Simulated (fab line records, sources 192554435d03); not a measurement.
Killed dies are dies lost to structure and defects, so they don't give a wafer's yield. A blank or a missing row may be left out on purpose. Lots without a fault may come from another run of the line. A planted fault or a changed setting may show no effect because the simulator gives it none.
Split-lot experiment | flow n5_finfet | 7 lots, 21 wafers read, on a route of 1938 steps

THE SPLIT
At N5_FIN_SAQP_HM_DEP_03 (deposits SiNx from SiH4/NH3/N2, target thk 38 nm, time 33.6 s), the setting time_s was moved away from the recipe's 33.6 s on 5 of the 21 wafers read, by -14.4% to +9.6%. The other wafers ran this setting at the recipe's value.

FROM THE SPLIT TO THE READING: what the file shows between them, 18 steps
- N5_FIN_SAQP_THK_MEAS_05
- N5_FIN_SAQP_COAT_49: time 60 s, resist thk 100 nm (also split here: spin_rpm)
- N5_FIN_SAQP_COAT_50: time 60 s, resist thk 35 nm
- N5_FIN_SAQP_COAT_10: resist thk 90 nm
- N5_FIN_SAQP_DESCUM_21: chemistry O2, time 7.9 s
- N5_FIN_SAQP_ETCH_51: etches SiARC in CF4, target depth 45.5 nm, time 75.8 s
- N5_FIN_SAQP_ETCH_52: etches SOC in N2/H2, target depth 100 nm, overetch 20 nm, time 150 s
- N5_FIN_SAQP_STRIP_53: strips in N2/H2
- N5_FIN_SAQP_HM_OPEN_73: chemistry CHF3/O2, target SiO2, stops on a-Si, target depth 12 nm, time 16.8 s
- N5_FIN_SAQP_STRIP_74: strips in CHF3/O2
- N5_FIN_SAQP_MANDREL_ETCH_22: etches a-Si in HBr/Cl2, stops on SiNx, target depth 60 nm, bt time 10 s, time 30 s
- N5_FIN_SAQP_STRIP_55: strips in N2/H2
- N5_FIN_SAQP_STRIP_23: strips in SPM, time 750 s
- N5_FIN_SAQP_MANDREL2_REMOVE_60: chemistry HBr/Cl2/O2, target a-Si, stops on SiNx, bt time 10 s
- N5_FIN_SAQP_HM_OPEN_33: chemistry CH3F/O2, target SiNx, target depth 49.4 nm, time 70.6 s
- N5_FIN_SAQP_ETCH_34: etches SiO2 in C4F6/O2, target depth 45 nm, time 15 s
- N5_FIN_SAQP_STRIP_77: strips in N2/H2, time 90 s
- N5_FIN_SAQP_ETCH_64: etches SiO2 in CF4, target depth 1.5 nm

THE READING
SiNx_of_FIN_SAQP_HM_DEP_03.thk_nm (the simulator's own value, which no gauge read), in nm, at N5_FIN_SAQP_FIN_ETCH_36 (etches the open film in HBr/Cl2/O2, target depth 120 nm, time 50.4 s). The file gives no usual value for it. The 16 wafers here that ran the recipe average 21.3 nm, standard deviation 0.47 nm.

wafer  | tool, chamber at the split | time_s as run, s | against the recipe | SiNx_of_FIN_SAQP_HM_DEP_03.thk_nm, nm | against lot-mates on the recipe
L076.2 | pecvd-03, 2                | 36.81            | +9.6%              | 25                                    | +3.4
L076.4 | pecvd-03, 0                | 36.81            | +9.6%              | 25.6                                  | +4.0
L076.5 | pecvd-03, 2                | 33.6             | recipe             | 21.6                                  | -
L078.2 | pecvd-03, 2                | 33.6             | recipe             | 21.6                                  | -
L078.3 | pecvd-03, 0                | 33.6             | recipe             | 21.4                                  | -
L078.4 | pecvd-03, 2                | 33.6             | recipe             | 21.8                                  | -
L079.4 | pecvd-02, 1                | 33.6             | recipe             | 21                                    | -
L079.5 | pecvd-02, 0                | 33.6             | recipe             | 21.6                                  | -
L079.6 | pecvd-02, 2                | 33.6             | recipe             | 21.8                                  | -
L081.1 | pecvd-03, 1                | 29.45            | -12.4%             | 16.6                                  | -5.1
L081.2 | pecvd-03, 2                | 33.6             | recipe             | 21.6                                  | -
L081.6 | pecvd-03, 2                | 33.6             | recipe             | 21.8                                  | -
L083.3 | pecvd-04, 2                | 33.6             | recipe             | 21.2                                  | -
L083.5 | pecvd-04, 2                | 33.6             | recipe             | 21.2                                  | -
L083.4 | pecvd-04, 1                | 29.06            | -13.5%             | 16                                    | -5.2
L084.2 | pecvd-04, 1                | 33.6             | recipe             | 20.6                                  | -
L084.3 | pecvd-04, 2                | 33.6             | recipe             | 21                                    | -
L084.6 | pecvd-04, 2                | 33.6             | recipe             | 21.2                                  | -
L096.2 | pecvd-04, 0                | 33.6             | recipe             | 20.2                                  | -
L096.4 | pecvd-04, 2                | 33.6             | recipe             | 20.6                                  | -
L096.5 | pecvd-04, 1                | 28.76            | -14.4%             | 15.6                                  | -4.8

THE FIT
A straight line over all 21 wafers: SiNx_of_FIN_SAQP_HM_DEP_03.thk_nm changes by +0.398 nm for each +1% of time_s; r = +0.98; the points scatter about the line by 0.45 nm.
The same after taking each lot's own level away (the mean of its wafers on the recipe; 21 wafers): +0.377 nm for each +1%; r = +0.99; scatter 0.28 nm.
On that fit, the largest move of time_s shifts the reading by 5.4 nm.
The lots' own levels span 20.40 to 21.70 nm, that is 2.8 times the standard deviation above.
So the lot-to-lot level changes the slope little: the two slopes agree.
Check: with one of the wafers moved furthest among these (-14.4%) left out of the fit, the line predicts -5.68 nm for it against its lot-mates. It came out at -4.8 nm against them.

OTHER SPLITS ON THESE WAFERS
These wafers also went through other splits before the reading. Each is held against what the fit with the lots' levels taken away leaves over:
other split on the same wafers  | wafers away from the commonest value | r with SiNx_of_FIN_SAQP_HM_DEP_03.thk_nm (lot level and that fit taken away)
N5_ZERO_LAYER_EXPOSE_08 dose_mj | 4                                    | -0.03
N5_WELL_APT_COAT_02 spin_rpm    | 9                                    | +0.02
N5_WELL_APT_EXPOSE_22 dose_mj   | 8                                    | +0.19
N5_WELL_APT_PEB_23 peb_temp_c   | 7                                    | +0.08
N5_FIN_SAQP_COAT_49 spin_rpm    | 4                                    | +0.08

THE WHOLE CHAIN: every reading that the file lists as answering this split, in the file's order
step                    | what it does                                                         | reading                                                                            | change (the file's fit)               | r (the file's)
N5_FIN_SAQP_HM_DEP_03   | deposits SiNx from SiH4/NH3/N2, target thk 38 nm, time 33.6 s        | SiNx_of_FIN_SAQP_HM_DEP_03.thk_nm (the simulator's own value, which no gauge read) | +0.372 nm for each +1% of the setting | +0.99
N5_FIN_SAQP_THK_MEAS_05 |                                                                      | thk_nm                                                                             | withheld for each +1% of the setting  | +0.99
N5_FIN_SAQP_HM_OPEN_33  | chemistry CH3F/O2, target SiNx, target depth 49.4 nm, time 70.6 s    | etch_rf_on_time_s                                                                  | withheld for each +1% of the setting  | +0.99
N5_FIN_SAQP_HM_OPEN_33  | chemistry CH3F/O2, target SiNx, target depth 49.4 nm, time 70.6 s    | etch.depth_nm (the simulator's own value, which no gauge read)                     | +0.372 nm for each +1% of the setting | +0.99
N5_FIN_SAQP_FIN_ETCH_36 | etches the open film in HBr/Cl2/O2, target depth 120 nm, time 50.4 s | SiNx_of_FIN_SAQP_HM_DEP_03.thk_nm (the simulator's own value, which no gauge read) | +0.375 nm for each +1% of the setting | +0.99

THE FILE'S OWN FIT
SiNx_of_FIN_SAQP_HM_DEP_03.thk_nm changes by +0.375 nm for each +1% of time_s, r = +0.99.
